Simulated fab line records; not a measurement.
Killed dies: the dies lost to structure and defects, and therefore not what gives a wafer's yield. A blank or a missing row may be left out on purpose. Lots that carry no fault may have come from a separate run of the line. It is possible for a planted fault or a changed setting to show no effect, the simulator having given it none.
Matching of chambers -- flow n5_finfet -- pecvd-04 running N5_BEOL_M12_DEP_53: 3 sister chambers
The step deposits SiCN from 3MS/NH3, target thk 30 nm, time 10.5 s. 22 wafers are shown with their chamber, then 11 later ones without.

## WAFERS WITH THEIR CHAMBER
wafer,chamber,throttle_valve_pct (%),showerhead_plenum_p_Torr (Torr)
L075.3,0,19.2,4.146
L075.4,1,18.3,4.170
L075.6,1,18.4,4.164
L076.2,2,17.3,4.193
L076.3,0,19.3,4.166
L076.5,1,18.4,4.165
L079.2,1,18.6,4.161
L079.3,2,17.5,4.199
L079.6,1,18.7,4.161
L078.1,0,19.6,4.162
L078.2,2,17.0,4.201
L078.6,0,19.1,4.160
L080.2,1,18.5,4.163
L080.3,2,17.2,4.203
L080.6,1,18.6,4.168
L082.1,2,17.2,4.213
L082.3,0,19.4,4.146
L082.4,2,17.7,4.199
L084.2,1,18.5,4.154
L084.3,0,19.3,4.143
L084.6,1,18.2,4.167
L088.1,2,17.3,4.207

SIGNATURES, as means of the wafers listed above
reading,chamber 0,chamber 1,chamber 2,scatter within a chamber
throttle_valve_pct,19.317,18.467,17.314,0.186
showerhead_plenum_p_Torr,4.15383,4.16367,4.20214,0.00696
Rule: for a wafer and a chamber, the distance is found by dividing, reading by reading, the gap between the wafer's reading and the chamber's mean by the reading's scatter, squaring, summing and taking the root. The wafer belongs to the nearest chamber; if the next one is less than 2 further off, it can't be placed. The scatter is the square root of a quotient: the sum, over the shown wafers, of each reading's squared deviation from its chamber's mean, divided by wafers minus chambers.

## WAFERS WITHOUT THEIR CHAMBER
wafer,throttle_valve_pct (%),showerhead_plenum_p_Torr (Torr)
L088.5,17.2,4.204
L088.6,19.6,4.148
L090.2,18.4,4.159
L090.4,19.5,4.150
L090.5,17.3,4.199
L092.1,18.3,4.168
L092.4,17.3,4.205
L092.6,18.6,4.163
L096.4,19.7,4.156
L096.5,18.5,4.173
L096.6,17.3,4.198

## THE CHAMBER EACH PASSED THROUGH
wafer,from the rows above,in truth
L088.5,2,2
L088.6,0,0
L090.2,1,1
L090.4,0,0
L090.5,2,2
L092.1,1,1
L092.4,2,2
L092.6,1,1
L096.4,0,0
L096.5,1,1
L096.6,2,2
Placed correctly: 11 of 11. Left unplaced by these rows: 0. Number placed wrongly: 0.
